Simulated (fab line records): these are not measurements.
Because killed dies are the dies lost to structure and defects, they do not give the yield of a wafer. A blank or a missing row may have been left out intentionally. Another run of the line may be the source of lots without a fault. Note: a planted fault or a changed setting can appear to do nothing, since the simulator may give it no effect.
Struck lot and sound lot, side by side ; flow n5 finfet ; 15 out of 1938 route steps
Sound: wafers L650.1, L650.2, L650.4. Wafers L657.1, L657.5, L657.6 were the ones struck. The cause is given at the end.
At each step with rows: each side's tool, then ch and its chambers, then its first start. Under that, the readings that differ: sound wafers ; struck wafers ; difference of the means ; sigmas: that difference in standard deviations of wafers without a fault.
alike: words and numbers the same on both sides, and readings whose means are apart by under 2 such deviations; not compared: readings that were withheld, readings missing a value for some wafer, numbers with overlapping values and no deviation given by the record, and bounds like >300 which may hide the same value.
Wherever a step has rows on one side only, a row that says differs or no value, or a row with sigmas, the two part there. When numbers do not overlap yet have no deviation, they are printed without sigmas and do not part them. Lack of a reading on every wafer of one side parts them only where that side has two or more wafers.

N5_BEOL_M7_INSPECT_30: inspects for defects (brightfield).
  sound on defect inspect-02 at day 12 15:38; struck on defect inspect-02 at day 14 12:25
  alike: raw defect count
N5_BEOL_M7_DESCUM_33: chemistry O2, time 7 s.
  sound on rie diel-02 ch 1,2,3, day 12 15:54; struck on rie diel-02 ch 0,1, day 14 12:37
  alike: drypump motor current A, oes product au, rf vpp V, showerhead plenum p Torr, throttle valve pct
  not compared: rf hours counter h
N5_BEOL_M7_ETCH_72: etches underlayer in N2/H2, target depth 6.5 nm, time 5.2 s.
  sound on rie diel-02 ch 1,2,3, day 12 15:56; struck on rie diel-02 ch 0,1, day 14 12:40
  alike: drypump motor current A, etch rf on time s, oes product au, rf vpp V, showerhead plenum p Torr, throttle valve pct
  not compared: rf hours counter h
then, 1 step without rows for these wafers: N5_BEOL_M7_ETCH_65 (etches SiARC in CF4, target depth 15.6 nm, time 26 s).
N5_BEOL_M7_ETCH_66: etches SOC in N2/H2, target depth 80 nm, overetch 16 nm, time 120 s.
  sound on rie diel-02 ch 1,2,3, day 12 15:59; struck on rie diel-02 ch 0,1, day 14 12:42
  alike: drypump motor current A, oes product au, rf vpp V, showerhead plenum p Torr, throttle valve pct
  not compared: rf hours counter h
then, 2 steps without rows for these wafers: N5_BEOL_M7_STRIP_69 (strips in N2/H2); N5_BEOL_M7_STRIP_73 (strips in N2/H2).
N5_BEOL_M7_VIA_ETCH_34: etches SiCOH lowk in C4F6/O2, target depth 125.5 nm, time 50.5 s.
  sound on rie diel-02 ch 1,2,3, day 12 16:05; struck on rie diel-02 ch 0,1, day 14 12:48
  alike: drypump motor current A, oes product au, rf vpp V, showerhead plenum p Torr, throttle valve pct
  not compared: rf hours counter h
then, 3 steps without rows for these wafers: N5_BEOL_M7_STRIP_76 (strips in C4F6/O2); N5_BEOL_M7_STRIP_36 (strips in N2/H2); N5_BEOL_M7_TRENCH_ETCH_37 (etches SiCOH lowk in C4F6/O2, target depth 93.478 nm, time 31.2 s).
N5_BEOL_M7_ETCH_41: etches SiCN in CH3F/O2, target depth 31.9 nm, time 57.8 s.
  sound: rie diel-02 ch 1,2,3; struck: rie diel-02 ch 0,1
  alike: drypump motor current A, oes product au, rf vpp V, showerhead plenum p Torr, throttle valve pct
  not compared: rf hours counter h
N5_BEOL_M7_STRIP_80: strips in N2/H2, time 10 s.
  sound on rie diel-02 ch 1,2,3, day 12 16:15; struck on rie diel-02 ch 0,1, day 14 12:58
  no value came back on the struck wafers for any of 7 readings (bias power w (W), chamber pressure mTorr (mTorr) and others); on the sound wafers bias power w (W) reads 6.998 7.006 6.999
  not compared: rf hours counter h
N5_BEOL_M7_OCD_MEAS_38:
  sound on ocd-02 at day 12 16:20; struck on ocd-01 at day 14 13:03
  alike: trench depth nm
-- a jump in the record: the struck wafers' starts before and after are 4 days apart (it breaks off in module BEOL_M7 and resumes in module PASSIVATION, where the first step shown is number 1936 of the route) --
N5_PASSIVATION_PROBE_49:
  only the struck wafers here have rows in the record (prober-01, day 18 06:53); the sound ones have none

WHERE THEY PART
Earliest at N5_BEOL_M7_STRIP_80; latest, in this record, at N5_PASSIVATION_PROBE_49.

WHY: what the simulator had put in
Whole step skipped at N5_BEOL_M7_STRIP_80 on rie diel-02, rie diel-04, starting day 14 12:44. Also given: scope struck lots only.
